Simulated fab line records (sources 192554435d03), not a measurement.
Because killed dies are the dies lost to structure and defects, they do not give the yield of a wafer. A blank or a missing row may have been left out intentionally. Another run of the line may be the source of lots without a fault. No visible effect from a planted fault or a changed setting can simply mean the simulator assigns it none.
Matching of chambers ; flow n5 finfet ; N5_HKMG_FIN_DESCUM_53 on rie diel-05: 4 sister chambers
The step chemistry O2, time 7.9 s. 4 wafers are shown with their chamber, then 8 later ones without.

WAFERS, EACH WITH ITS CHAMBER
wafer;chamber;showerhead plenum p Torr (Torr)
L083.2;3;2.23
L088.4;2;2.02
L088.6;0;2.04
L091.2;1;2.14

WAFERS WHOSE CHAMBER IS MISSING
wafer;showerhead plenum p Torr (Torr)
L091.5;2.14
L091.6;2.02
L092.1;2.02
L092.2;2.22
L092.4;2.04
L093.1;2.04
L093.3;2.02
L093.4;2.14

WHICH CHAMBER EACH ONE RAN IN
wafer;from the rows above;in truth
L091.5;1;1
L091.6;2;2
L092.1;2;2
L092.2;3;3
L092.4;0;0
L093.1;0;0
L093.3;2;2
L093.4;1;1
Placed correctly: 8 of 8. Left unplaced by these rows: 0. Placed wrongly: 0.
How it was worked out, from the rows above alone: a wafer's distance from a chamber is the root of the sum, over the readings, of the square of ((its reading less the chamber's mean) divided by the reading's scatter). The wafer belongs to the nearest chamber; if the next one is less than 2 further off, it can't be placed. For every chamber, the mean is computed from those of its wafers that are shown. The scatter: with one shown wafer a chamber, the root of the mean of the squares of how far each hidden wafer lies from its nearest shown one.
